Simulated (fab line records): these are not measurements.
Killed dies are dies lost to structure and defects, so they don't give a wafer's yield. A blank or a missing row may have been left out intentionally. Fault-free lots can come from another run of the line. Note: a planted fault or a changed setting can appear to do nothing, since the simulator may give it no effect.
Split-lot trial ; flow n5_finfet ; 7 lots, 39 wafers read, on a route of 1938 steps

## ABOUT THE SPLIT
At N5_BEOL_M1_ILD_DEP_00 (deposits SiOC from DEMS/O2, target thk 79 nm, time 15.3 s), the setting target_thk_a was moved away from the recipe's 790 angstrom on 9 of the 39 wafers read, by -31.8% to +51.0%. All remaining wafers had this setting at the recipe value.

Split to reading: the file shows no intervening step.

## THE READING
M1_ILD_THK, in nm, at N5_BEOL_M1_THK_MEAS_01. Fault-free wafers of this fab line usually give 79.0 nm, standard deviation 1.1 nm.

wafer;tool, chamber at the split;target_thk_a as run, angstrom;against the recipe;M1_ILD_THK, nm;against lot-mates on the recipe
L080.1;pecvd-02, 2;1017;+28.7%;101.2;+21.9
L080.2;pecvd-02, 0;790;recipe;79.1;-
L080.3;pecvd-02, 1;790;recipe;78.3;-
L080.4;pecvd-02, 0;790;recipe;80.5;-
L080.5;pecvd-02, 2;1017;+28.7%;102.4;+23.1
L080.6;pecvd-02, 1;1017;+28.7%;104.0;+24.7
L081.1;pecvd-03, 2;538.5;-31.8%;54.0;-25.8
L081.2;pecvd-03, 0;790;recipe;79.2;-
L081.3;pecvd-03, 1;538.5;-31.8%;54.8;-25.0
L081.4;pecvd-03, 1;790;recipe;80.6;-
L081.5;pecvd-03, 0;790;recipe;79.7;-
L081.6;pecvd-03, 2;538.5;-31.8%;53.5;-26.3
L082.1;pecvd-01, 1;790;recipe;77.6;-
L082.2;pecvd-01, 2;790;recipe;78.0;-
L082.3;pecvd-01, 0,1;790;recipe;79.2;-
L082.4;pecvd-01, 2,0;790;recipe;79.4;-
L082.5;pecvd-01, 2,0;790;recipe;79.5;-
L082.6;pecvd-01, 0,1;790;recipe;79.3;-
L084.1;pecvd-02, 1;790;recipe;78.2;-
L084.2;pecvd-02, 0;790;recipe;79.4;-
L084.3;pecvd-02, 0;790;recipe;79.8;-
L084.4;pecvd-02, 1;790;recipe;78.8;-
L084.5;pecvd-02, 1;790;recipe;79.2;-
L084.6;pecvd-02, 0;790;recipe;79.6;-
L087.1;pecvd-03, 1;1193;+51.0%;118.8;+39.3
L087.2;pecvd-03, 0;1193;+51.0%;119.0;+39.5
L087.3;pecvd-03, 2;790;recipe;79.0;-
L087.4;pecvd-03, 2,0;790;recipe;79.7;-
L087.5;pecvd-03, 1;1193;+51.0%;120.3;+40.8
L087.6;pecvd-03, 2,0;790;recipe;79.8;-
L088.1;pecvd-03, 1;790;recipe;78.0;-
L088.5;pecvd-03, 0;790;recipe;79.4;-
L088.6;pecvd-03, 2;790;recipe;80.1;-
L090.1;pecvd-02, 0;790;recipe;79.3;-
L090.2;pecvd-02, 1,2;790;recipe;78.3;-
L090.3;pecvd-02, 1,2;790;recipe;78.3;-
L090.4;pecvd-02, 1;790;recipe;80.5;-
L090.5;pecvd-02, 0;790;recipe;80.2;-
L090.6;pecvd-02, 2;790;recipe;79.6;-
Where a row lists several chambers, the file gives one row for several wafers and doesn't say which wafer went through which chamber.

THE FIT
A straight line over all 39 wafers: M1_ILD_THK changes by +0.791 nm for each +1% of target_thk_a; r = +1.00; the points scatter about the line by 0.82 nm.
The same after taking each lot's own level away (the mean of its wafers on the recipe; 39 wafers): +0.793 nm for each +1%; r = +1.00; scatter 0.8 nm.
Per that fit: largest target_thk_a move, reading shift of 40 nm.
Across the lots, their own levels run from 78.83 to 79.83 nm, a range of 0.9 times the standard deviation given above.
Hence the lot-to-lot level has little effect on the slope; both slopes agree.
Check: with one of the wafers moved furthest among these (+51.0%) left out of the fit, the line predicts +40.7 nm for it against its lot-mates. Against them it came out at +39.3 nm.

## FURTHER SPLITS ON THESE WAFERS
Note: prior to the reading, these wafers also went through further splits. Each is held against what the fit with the lots' levels taken away leaves over:
other split on the same wafers;wafers away from the commonest value;r with M1_ILD_THK (lot level and that fit taken away)
N5_FIN_SAQP_ETCH_65 time_s;9;+0.10

## THE WHOLE CHAIN: every reading that the file lists as answering this split, in the file's order
step;what it does;reading;change (the file's fit);r (the file's)
N5_BEOL_M1_ILD_DEP_00;deposits SiOC from DEMS/O2, target thk 79 nm, time 15.3 s;SiOC_of_BEOL_M1_ILD_DEP_00.thk_nm (the simulator's own value, which no gauge read);+0.792 nm for each +1% of the setting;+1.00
N5_BEOL_M1_THK_MEAS_01;;M1_ILD_THK;+0.792 for each +1% of the setting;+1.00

## FILE'S OWN FIT
M1_ILD_THK changes by +0.792 nm for each +1% of target_thk_a, r = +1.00.
